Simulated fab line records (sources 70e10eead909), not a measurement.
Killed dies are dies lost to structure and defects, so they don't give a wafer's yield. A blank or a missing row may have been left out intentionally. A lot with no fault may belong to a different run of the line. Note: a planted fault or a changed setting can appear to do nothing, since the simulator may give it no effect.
Chamber matching -- flow nand_harc -- NHARC_A_CHANNEL_FILL_D2_ALD_25 on ald_hk-01: 4 sister chambers
The step deposits SiOx, target thk 60 nm, pulse time 10 s, ald cycles 600. 4 wafers are shown with their chamber, then 9 later ones without.

== EACH WAFER AND ITS CHAMBER ==
wafer,chamber,heater_power_w (W)
L082.1,3,524
L089.2,2,469
L089.4,1,546
L089.1,0,454

== WAFERS MISSING THEIR CHAMBER ==
wafer,heater_power_w (W)
L091.1,532
L091.4,481
L091.5,479
L093.1,480
L093.4,543
L093.5,545
L096.1,548
L096.2,471
L096.5,516

== THE CHAMBER EACH PASSED THROUGH ==
wafer,from the rows above,in truth
L091.1,can't be placed: 3 or 1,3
L091.4,can't be placed: 2 or 0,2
L091.5,can't be placed: 2 or 0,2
L093.1,can't be placed: 2 or 0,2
L093.4,1,1
L093.5,1,1
L096.1,1,1
L096.2,can't be placed: 2 or 0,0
L096.5,3,3
Placed correctly: 4 of 9. From these rows, 5 cannot be placed; in 5 the true chamber is one of the candidates. Placed wrongly: 0.
How it was worked out, from the rows above alone: a wafer's distance from a chamber is the root of the sum, over the readings, of the square of ((its reading less the chamber's mean) divided by the reading's scatter). If the next closest chamber is less than 2 further off than the closest, the wafer can't be placed; otherwise it belongs to the closest. Each chamber's mean is taken over the wafers shown for it. The scatter (one wafer shown for each chamber): square how far every hidden wafer sits from the nearest shown wafer, average those squares and take the square root.
